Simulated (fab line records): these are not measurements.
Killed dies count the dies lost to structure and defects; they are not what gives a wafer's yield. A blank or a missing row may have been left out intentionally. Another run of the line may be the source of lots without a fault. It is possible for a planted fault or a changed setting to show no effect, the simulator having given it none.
Chamber matching | flow nand harc | NHARC_A_STAIRCASE_ETCHBACK_157 on rie diel-02: 4 sister chambers
The step etches the open film in CH3F/O2, target depth 90 nm, time 167.14 s. 8 wafers are shown with their chamber, then 12 later ones without.

## EACH WAFER AND ITS CHAMBER
wafer  | chamber | drypump motor current A (A) | showerhead plenum p Torr (Torr)
L084.2 | 0       | 6.1                         | 2.43
L083.5 | 0       | 6.1                         | 2.43
L087.1 | 1       | 6.0                         | 2.46
L087.3 | 3       | 5.2                         | 2.30
L087.4 | 2       | 5.7                         | 2.30
L093.1 | 1       | 6.0                         | 2.46
L093.4 | 3       | 5.3                         | 2.29
L093.5 | 2       | 5.7                         | 2.30

## WAFERS WITH NO CHAMBER GIVEN
wafer  | drypump motor current A (A) | showerhead plenum p Torr (Torr)
L092.2 | 5.7                         | 2.30
L092.3 | 6.0                         | 2.46
L092.5 | 5.7                         | 2.29
L094.1 | 5.7                         | 2.29
L094.3 | 6.1                         | 2.42
L094.5 | 6.0                         | 2.42
L095.2 | 5.2                         | 2.29
L095.4 | 5.7                         | 2.29
L095.5 | 6.1                         | 2.42
L097.2 | 6.0                         | 2.45
L097.3 | 6.1                         | 2.42
L097.6 | 6.1                         | 2.42

## EACH ONE'S CHAMBER
wafer  | from the rows above | in truth
L092.2 | 2                   | 2
L092.3 | 1                   | 1
L092.5 | 2                   | 2
L094.1 | 2                   | 2
L094.3 | 0                   | 0
L094.5 | 0                   | 0
L095.2 | 3                   | 3
L095.4 | 2                   | 2
L095.5 | 0                   | 0
L097.2 | 1                   | 1
L097.3 | 0                   | 0
L097.6 | 0                   | 0
12 of 12 placed correctly. Left unplaced by these rows: 0. Number placed wrongly: 0.
How it was worked out, from the rows above alone: a wafer's distance from a chamber is the root of the sum, over the readings, of the square of ((its reading less the chamber's mean) divided by the reading's scatter). If the next closest chamber is less than 2 further off than the closest, the wafer can't be placed; otherwise it belongs to the closest. A chamber's mean is the mean of its shown wafers. The scatter is the square root of a quotient: the sum, over the shown wafers, of each reading's squared deviation from its chamber's mean, divided by wafers minus chambers.
